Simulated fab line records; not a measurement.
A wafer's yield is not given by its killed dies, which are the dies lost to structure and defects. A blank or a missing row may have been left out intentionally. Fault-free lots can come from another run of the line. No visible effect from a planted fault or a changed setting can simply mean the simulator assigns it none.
fab line records	flow n5Finfet
[record] lots = 11	wafers = 31	lastDay = 17
route steps=1938 shown BEOL_M9@1415 PASSIVATION@1936
lots with no fault: from the same line, run without faults
startH: the number of hours between the record's first day and the start of the first shown wafer of the lot	waitH: time in hours since the lot's previous step	" repeats the value in the row above	L1.1+2: a row that stands for several wafers	- either no value or no given start	* or withheld: withheld	< > ~ a bound
route shown NAME@n: NAME is a module with steps in the file, n the number in the route of the first one	usual: the fault-free wafers' mean and standard deviation	same: alike in all rows	chamber/n: place in a boat	sites: the reading at each site	_std_site: their standard deviation	_edge_site: the outer-site mean with the inner-site mean subtracted	radiusMm: for every site, how far away it sits from the centre of the wafer	mask NAME#n: copy n	behind: tool/chamber where the wafer was last shaped	hold: the reason the lot was held/the length of the hold in hours/how it ended	device: whichever transistor did not switch (one of n, p or np)	end of line: the route-end tests of the same wafers	a step without rows: its recipe alone	killed: the dies lost at the first sort to structure and to defects; this is not the yield of the wafer	map: dies across one wafer; x = killed, . = not, _ = none there
set.NAME: the setting as run; set.NAME@STEP: as run at that earlier step	model.NAME: the simulator's own value behind a step, which no gauge read
one table for each step of the route and one row for each wafer, over a sample of lots
services: when a tool's chamber went out of use (startH, in hours from the record's first day, below 0 if earlier), for how many hours, and the reason
[[steps]]
[step N5_BEOL_M9_OVL_MEAS_12]
[recipe] pointsPerWafer = 44
[usual] M9_OVL = 0.3/0.73
lot.wafer	tool	chamber	startH	waitH	M9_OVL[nm]
L378.1	overlay-02	0	222.65	0.0	0.1
L378.2	"	0	"	"	0.2
L378.3	"	0	"	"	0.2
L380.3	overlay-02	0	224.49	0.0	0.3
L380.4	"	0	"	"	-0.5
L380.5	"	0	"	"	0.8
L384.2	overlay-02	0	243.87	0.0	0.6
L384.4	"	0	"	"	0.2
L384.6	"	0	"	"	0.8
L383.1	overlay-02	0	245.77	0.0	0.5
L383.3	"	0	"	"	0.4
L383.4	"	0	"	"	0.4
L385.2	overlay-02	0	251.45	0.0	-0.2
L385.5	"	0	"	"	-1.5
L385.6	"	0	"	"	-0.4
L390.3	overlay-02	0	276.03	0.0	0.2
L390.4	"	0	"	"	0.5
L392.3	overlay-02	0	302.59	0.0	-0.9
L392.4	"	0	"	"	0.4
L396.2	overlay-02	0	311.76	0.0	-0.8
L396.3	"	0	"	"	0.7
L396.4	"	0	"	"	-1.2
L395.2	overlay-02	0	320.61	0.0	0.9
L395.3	"	0	"	"	0.2
L395.5	"	0	"	"	1.0
L398.1	overlay-01	0	338.32	0.0	1.6
L398.3	"	0	"	"	1.0
L398.5	"	0	"	"	0.3
L401.1	overlay-02	0	359.93	0.0	-0.4
L401.3	"	0	"	"	-0.4
L401.5	"	0	"	"	-0.1
[step N5_BEOL_M9_INSPECT_13]
[recipe] mode = adi	inspectInstrument = brightfield
[usual] rawDefectCount = 416/91
lot.wafer	tool	chamber	startH	waitH	rawDefectCount
L378.1	defectInspect-01	-	222.67	0.0	523
L378.2	"	-	"	"	535
L378.3	"	-	"	"	594
L380.3	defectInspect-01	-	224.52	0.0	444
L380.4	"	-	"	"	378
L380.5	"	-	"	"	322
L384.2	defectInspect-01	-	243.89	0.0	515
L384.4	"	-	"	"	508
L384.6	"	-	"	"	371
L383.1	defectInspect-02	-	245.80	0.0	462
L383.3	"	-	"	"	366
L383.4	"	-	"	"	470
L385.2	defectInspect-01	-	251.48	0.0	618
L385.5	"	-	"	"	365
L385.6	"	-	"	"	446
L390.3	defectInspect-01	-	276.05	0.0	448
L390.4	"	-	"	"	491
L392.3	defectInspect-02	-	302.62	0.0	459
L392.4	"	-	"	"	416
L396.2	defectInspect-02	-	311.78	0.0	404
L396.3	"	-	"	"	562
L396.4	"	-	"	"	417
L395.2	defectInspect-02	-	320.64	0.0	374
L395.3	"	-	"	"	471
L395.5	"	-	"	"	601
L398.1	defectInspect-01	-	338.34	0.0	419
L398.3	"	-	"	"	528
L398.5	"	-	"	"	401
L401.1	defectInspect-02	-	359.96	0.0	428
L401.3	"	-	"	"	369
L401.5	"	-	"	"	629
[step N5_BEOL_M9_ETCH_61]
[recipe] chemistry = CF4	target = SiARC	targetDepthA = 390	maskMaterial = CAR-ArF	timeS = 65	ionEnergyEv = 80	pressureMtorr = 40	sourceW = 545	biasW = 36	Ar_flow_sccm = 100	cf4FlowSccm = 100	ends = cleared
[usual] drypumpMotorCurrentA = 5.8/0.39	etchRfOnTimeS = 64.5/1.8	oesProductAu = 0.66/0.083	rfVppV = 183.8/1.2	showerheadPlenumPTorr = 2.12/0.075	throttleValvePct = 15.70/0.26
lot.wafer	tool	chamber	startH	waitH	drypumpMotorCurrentA	etchRfOnTimeS	oesProductAu	rfHoursCounterH	rfVppV	showerheadPlenumPTorr	throttleValvePct
L378.1	rieDiel-01	2	222.74	0.0	5.2	63.0	0.76	25	184.1	2.09	15.35
L378.2	"	1	"	"	6.1	69.6	0.58	225	183.3	2.11	15.90
L378.3	"	3	"	"	5.6	64.2	0.60	203	186.0	2.21	15.86
L380.3	rieDiel-05	1	225.16	0.0	6.0	62.8	0.64	181	181.6	2.14	15.54
L380.4	"	3	"	"	6.2	64.1	0.59	226	183.3	2.21	15.89
L380.5	"	1	"	"	6.0	62.5	0.64	-	182.8	2.14	15.53
L384.2	rieDiel-06	3	244.18	0.0	6.2	65.6	0.62	179	184.2	2.13	16.04
L384.4	"	1	"	"	5.2	65.2	0.60	246	183.7	2.11	15.60
L384.6	"	3	"	"	6.2	65.4	0.62	-	183.7	2.13	16.02
L383.1	rieDiel-01	1	246.01	0.0	6.1	67.7	0.60	232	183.5	2.11	15.92
L383.3	"	3	"	"	5.6	64.1	0.61	209	184.4	2.21	15.86
L383.4	"	2	"	"	5.2	62.9	0.76	31	184.6	2.08	15.39
L385.2	rieDiel-06	0	251.54	0.0	5.7	65.7	0.63	178	184.2	2.13	15.78
L385.5	"	1	"	"	5.2	65.2	0.59	-	184.6	2.11	15.61
L385.6	"	0	"	"	5.7	66.0	0.63	-	182.8	2.13	15.78
L390.3	rieDiel-06	1	276.12	0.0	5.2	63.4	0.85	0	183.1	2.11	15.13
L390.4	"	2	"	"	5.6	63.2	0.66	164	184.0	1.97	15.78
L392.3	rieDiel-01	1	302.68	0.0	6.1	69.5	0.58	250	184.6	2.11	15.95
L392.4	"	2	"	"	5.2	63.5	0.75	44	184.5	2.08	15.40
L396.2	rieDiel-01	3	311.85	0.0	5.6	63.5	0.59	233	184.9	2.20	15.91
L396.3	"	0	"	"	6.2	66.5	0.58	251	181.5	2.02	15.80
L396.4	"	2	"	"	5.2	63.0	0.74	-	183.2	2.08	15.41
L395.2	rieDiel-06	0	320.76	0.0	5.7	65.1	0.62	201	183.5	2.13	15.84
L395.3	"	2	"	"	5.6	63.0	0.66	175	183.0	1.97	15.81
L395.5	"	0	"	"	5.7	65.5	0.61	-	183.5	2.13	15.82
L398.1	rieDiel-06	0	338.41	0.0	5.7	65.8	0.61	207	184.3	2.12	15.87
L398.3	"	1	"	"	5.2	62.9	0.78	18	183.6	2.11	15.14
L398.5	"	1	"	"	5.2	63.6	0.78	-	183.1	2.11	15.15
L401.1	rieDiel-05	3	360.10	0.0	6.2	62.3	0.84	11	184.5	2.19	15.48
L401.3	"	1	"	"	6.0	63.9	0.60	224	185.1	2.12	15.61
L401.5	"	2	"	"	6.2	61.6	0.77	-	188.0	2.27	15.12
[step N5_BEOL_M9_ETCH_76]
[recipe] chemistry = N2/H2	target = underlayer	targetDepthA = 65	maskMaterial = CAR-EUV	timeS = 5.2	ionEnergyEv = 200	pressureMtorr = 30	sourceW = 840	biasW = 150	n2FlowSccm = 200	h2FlowSccm = 200	ends = cleared
[usual] drypumpMotorCurrentA = 5.9/0.38	etchRfOnTimeS = 5.14/0.15	oesProductAu = 0.66/0.087	rfVppV = 524/3.1	showerheadPlenumPTorr = 2.53/0.11	throttleValvePct = 17.9/0.31
lot.wafer	tool	chamber	startH	waitH	drypumpMotorCurrentA	etchRfOnTimeS	oesProductAu	rfHoursCounterH	rfVppV	showerheadPlenumPTorr	throttleValvePct
L378.1	rieDiel-01	0	223.94	0.0	6.2	5.24	0.60	222	519	2.40	18.1
L378.2	"	3	"	"	5.6	5.12	0.61	204	527	2.62	18.1
L378.3	"	2	"	"	5.2	4.95	0.77	26	523	2.48	17.7
L380.3	rieDiel-01	0	226.43	0.0	6.2	5.24	0.60	223	522	2.40	18.1
L380.4	"	1	"	"	6.1	5.50	0.58	226	524	2.50	18.1
L380.5	"	1	"	"	6.1	5.49	0.59	-	523	2.50	18.1
L383.1	rieDiel-06	2	247.13	0.0	5.7	5.00	0.69	152	520	2.34	18.1
L383.3	"	3	"	"	6.2	5.25	0.62	180	524	2.53	18.4
L383.4	"	0	"	"	5.7	5.30	0.62	177	524	2.54	18.2
L384.2	rieDiel-01	1	247.33	0.0	6.1	5.46	0.59	232	522	2.49	18.1
L384.4	"	3	"	"	5.6	5.05	0.61	210	527	2.61	18.1
L384.6	"	2	"	"	5.2	4.96	0.78	-	522	2.48	17.8
L385.2	rieDiel-01	0	255.04	0.0	6.2	5.21	0.60	231	520	2.40	18.1
L385.5	"	2	"	"	5.2	4.98	0.75	-	523	2.48	17.7
L385.6	"	1	"	"	6.1	5.47	0.59	-	525	2.49	18.1
L390.3	rieDiel-01	1	278.48	0.0	6.1	6.72	0.52	242	522	2.49	18.1
L390.4	"	1	"	"	6.1	5.44	0.58	-	523	2.49	18.1
L392.3	rieDiel-01	3	305.07	0.0	5.6	6.35	0.53	230	525	2.61	18.1
L392.4	"	3	"	"	5.6	5.11	0.59	-	526	2.61	18.1
L396.2	rieDiel-05	2	314.23	0.0	6.2	4.92	0.81	16	528	2.70	17.2
L396.3	"	0	"	"	6.4	5.01	0.75	37	525	2.71	18.1
L396.4	"	0	"	"	6.4	5.06	0.76	-	531	2.71	18.1
L395.2	rieDiel-05	1	323.23	0.0	6.1	5.15	0.59	214	521	2.51	17.7
L395.3	"	0	"	"	6.4	5.07	0.73	40	529	2.71	18.1
L395.5	"	2	"	"	6.2	4.96	0.78	-	529	2.70	17.2
L398.1	rieDiel-05	1	340.04	0.0	6.0	5.10	0.62	218	521	2.51	17.7
L398.3	"	2	"	"	6.2	4.99	0.79	22	529	2.70	17.2
L398.5	"	0	"	"	6.4	5.07	0.74	-	528	2.71	18.1
L401.1	rieDiel-06	1	362.17	0.0	5.2	5.08	0.76	24	522	2.48	17.3
L401.3	"	0	"	"	5.7	5.28	0.61	213	522	2.53	18.3
L401.5	"	0	"	"	5.7	5.30	0.60	-	523	2.53	18.3
[step N5_PASSIVATION_PROBE_49]
[usual] defectLimitedYield = 91.4/1.5	killed_at_M0_to_M3 = 32/9.8	killed_at_M4_up = 15/5.6	killedAtContacts = 12/5.4	killedAtFrontEnd = 40/13	killedAtOther = 3.0/2.1	killedDies = 102/17	killedOpen = 67/13	killedShort = 32/7.1	sort_bin_5_function = 5.1/0.96	sort_bin_6_memory = 3.2/0.7	sort_bin_8_speed = 0.0/0.3	sortNPass = 1078/18	sortYieldPct = 91.3/1.5
[same] grossDies = 1180	killedAtBackSide = 0	sort_bin_4_leakage[%] = 0
lot.wafer	tool	chamber	startH	waitH	defectLimitedYield[%]	killed_at_M0_to_M3	killed_at_M4_up	killedAtContacts	killedAtFrontEnd	killedAtOther	killedDies	killedOpen	killedShort	sort_bin_5_function[%]	sort_bin_6_memory[%]	sort_bin_8_speed[%]	sortNPass	sortYieldPct[%]
L390.3	prober-01	-	352.58	0.1	91.6	38	6	9	40	6	99	51	41	4.0	3.9	0	1081	91.6
L392.3	prober-01	-	375.81	0.1	91.4	37	18	7	37	2	101	63	33	4.2	4.1	0	1079	91.4
// killed by level:class
L390.3 FIN_SAQP:geometricParticle:short=11 BEOL_M0_SAQP:geometricParticle:short=10 BEOL_M0_SAQP:geometricParticle:open=9 STI_FIN_REVEAL:geometricParticle:open=8 MOL_CONTACT_COAG:geometricParticle:open=6 HKMG_FIN:areaEtch=5 BEOL_M0:geometricParticle:open=4 DUMMY_GATE:geometricParticle:open=3
L392.3 FIN_SAQP:geometricParticle:open=11 BEOL_M0_SAQP:geometricParticle:open=11 BEOL_M3:geometricParticle:open=8 FIN_SAQP:geometricParticle:short=7 BEOL_M0_SAQP:geometricParticle:short=6 BEOL_M1:geometricParticle:open=6 GATE_CUT:geometricParticle:short=5 MOL_CONTACT_COAG:geometricParticle:open=5
[[services]]
tool	chamber	startH	hours	kind
rieDiel-05	1	244.64	5.5	repair
rieDiel-01	0	249.43	3.8	repair
rieDiel-05	2	250.16	-	clean
rieDiel-05	2	250.16	-	consumableReplace:focusRing
rieDiel-05	2	250.16	-	consumableReplace:showerhead
rieDiel-05	2	250.16	21.8	scheduledDown
rieDiel-06	1	259.30	-	clean
rieDiel-06	1	259.30	-	consumableReplace:focusRing
rieDiel-06	1	259.30	16.3	scheduledDown
rieDiel-06	1	259.30	16.3	ventCycle
rieDiel-01	2	265.90	16.8	repair
rieDiel-01	1	303.50	-	clean
rieDiel-01	1	303.50	-	consumableReplace:focusRing
rieDiel-01	1	303.50	23.9	scheduledDown
rieDiel-01	1	303.50	23.9	ventCycle
rieDiel-01	0	327.72	-	clean
rieDiel-01	0	327.72	-	consumableReplace:focusRing
rieDiel-01	0	327.72	-	consumableReplace:showerhead
rieDiel-01	0	327.72	23.3	scheduledDown
rieDiel-01	0	327.72	23.3	ventCycle
rieDiel-01	3	354.42	-	clean
rieDiel-01	3	354.42	-	consumableReplace:focusRing
rieDiel-01	3	354.42	17.7	scheduledDown
rieDiel-01	3	354.42	17.7	ventCycle
[[key]]
[firstSign] step = N5_BEOL_M9_ETCH_76	reading = etchRfOnTimeS	direction = up	sigmas = 9.1	usual = *	struck = *
effect none on later readings
metAt N5_BEOL_M9_ETCH_76
struckLots L390,L392
struckWafers L390.3,L392.3
notActingAt N5_BEOL_M9_OVL_MEAS_12,N5_BEOL_M9_INSPECT_13,N5_BEOL_M9_ETCH_61
onsetBetween 255.04 278.48
[fault] kind = processParameterDrift	tool = rieDiel-01	chamber = -	onsetH = 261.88	steps = N5_BEOL_M9_ETCH_76	channel = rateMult	offset = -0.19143	shape = step	endH = 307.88	scope = struckWafersOnly
